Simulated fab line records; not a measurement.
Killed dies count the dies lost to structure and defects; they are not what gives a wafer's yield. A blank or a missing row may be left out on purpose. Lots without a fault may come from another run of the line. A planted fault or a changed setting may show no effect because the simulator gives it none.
Which tool did it?	flow nand-harc	Sampling: 6 lots, 18 wafers, 5 of 1302 route steps

WHAT THE GAUGES SHOWED, per wafer
NHARC_END_SORT_01.
lot	measured	on	killed-at-array
L661	day 29 12:04	prober-02	45 46 37
L666	day 30 19:56	prober-02	58 62 53

WHICH TOOL RAN EACH LOT (tool, then ch and the chambers of the sampled wafers, then the start)
lot	NHARC_A_STAIRCASE_STRIP_295	NHARC_A_STAIRCASE_ALD_420	NHARC_A_STAIRCASE_DEP_151	NHARC_A_STAIRCASE_DEP_325
L651	rie-diel-13 ch 0,1,2, day 17 22:52 or earlier	ald-hk-02 ch 0,2,3, day 17 22:52	pecvd-04 ch 0,1, day 18 08:55	pecvd-02 ch 1,2, day 18 23:20
L660	rie-diel-13 ch 2,3, day 21 21:10 or earlier	ald-hk-01 ch 1,2,3, day 21 21:10	pecvd-01 ch 1,2, day 22 05:12	pecvd-02 ch 0,1,2, day 23 01:22
L661	rie-diel-06 ch 2,3, day 22 07:21 or earlier	ald-hk-02 ch 0,1, day 22 07:21	pecvd-04 ch 0,2, day 22 15:30	pecvd-02 ch 0,2, day 23 07:39
L666	rie-diel-06 ch 0,1, day 23 22:02 or earlier	ald-hk-02 ch 0,2,3, day 23 22:02	pecvd-04 ch 0,1,2, day 24 06:01	pecvd-04 ch 0,1, day 24 22:31
L668	rie-diel-13 ch 0,1,3, day 24 23:11 or earlier	ald-hk-02 ch 1,3, day 24 23:11	pecvd-01 ch 0,1,2, day 25 07:25	pecvd-04 ch 0,1, day 25 21:35
L671	rie-diel-13 ch 1,3, day 26 08:08 or earlier	ald-hk-01 ch 0,3, day 26 08:08	pecvd-02 ch 1,2, day 26 13:16	pecvd-02 ch 0,1, day 27 04:22
- NHARC_A_STAIRCASE_STRIP_295: strips in O2.
- NHARC_A_STAIRCASE_ALD_420: deposits SiO2, target thk 20 nm, pulse time 6 s, ald cycles 200.
- NHARC_A_STAIRCASE_DEP_151: deposits SiO2, target thk 7200 nm.
- NHARC_A_STAIRCASE_DEP_325: deposits SiO2, target thk 7200 nm.

THE ANSWER, worked out from the rows above alone
Rule: what is usual is taken from the lots themselves. The widest of any qualifying gaps counts: lots, ordered by their means at a reading, are off when they make up no more than a third of the lots, leave a main group of 4 or more, and stand apart from it by 3 or more times the standard deviation of that group's means. A main group whose means are all the same, to the digits that the tables above print for the reading, isn't used. Also off: a lot with no number at a reading for which 4 or more lots have one. The other lots that the step has rows for count as sound.
Across all readings shown, no lot is off: no conclusion can be drawn from this.

WHAT THE SIMULATOR HAD PUT IN
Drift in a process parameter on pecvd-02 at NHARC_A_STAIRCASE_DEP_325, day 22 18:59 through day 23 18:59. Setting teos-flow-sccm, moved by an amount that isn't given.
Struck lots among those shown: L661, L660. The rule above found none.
